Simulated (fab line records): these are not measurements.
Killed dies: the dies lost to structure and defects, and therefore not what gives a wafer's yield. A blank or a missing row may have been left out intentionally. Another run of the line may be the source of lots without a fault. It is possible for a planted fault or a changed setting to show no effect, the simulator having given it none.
Chamber matching	flow n5-finfet	N5_BEOL_M0_SAQP_ILD_DEP_01 on pecvd-01 has 3 sister chambers
The step deposits SiOC from DEMS/O2, target thk 45.419 nm, time 8.7 s. 6 wafers are shown with their chamber, then 10 later ones without.

## WAFERS PAIRED WITH THEIR CHAMBERS
wafer	chamber	throttle-valve-pct (%)	heater-power-w (W)
L082.1	1	12.8	385
L082.6	1	13.3	386
L083.3	0	13.4	448
L083.4	0	13.3	468
L086.3	2	10.8	479
L086.4	2	10.6	505

## WAFERS MISSING THEIR CHAMBER
wafer	throttle-valve-pct (%)	heater-power-w (W)
L086.5	13.1	374
L091.1	10.8	558
L091.5	13.0	429
L091.6	13.3	458
L093.2	13.0	435
L093.4	13.1	501
L093.5	10.7	476
L094.2	13.2	465
L094.4	10.6	539
L094.6	13.0	447

## THE CHAMBER EACH PASSED THROUGH
wafer	from the rows above	in truth
L086.5	1	1
L091.1	2	2
L091.5	can't be placed: 0 or 1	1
L091.6	0	0
L093.2	can't be placed: 0 or 1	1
L093.4	0	0
L093.5	2	2
L094.2	0	0
L094.4	2	2
L094.6	0	0
Placed correctly: 8 of 10. Can't be placed from these rows: 2 (the true chamber is among the candidates in 2). Wrongly placed: 0.
How it was worked out, from the rows above alone: a wafer's distance from a chamber is the root of the sum, over the readings, of the square of ((its reading less the chamber's mean) divided by the reading's scatter). The wafer belongs to the nearest chamber; if the next one is less than 2 further off, it can't be placed. The mean given for a chamber averages the wafers shown for that chamber. The scatter is the square root of a quotient: the sum, over the shown wafers, of each reading's squared deviation from its chamber's mean, divided by wafers minus chambers.
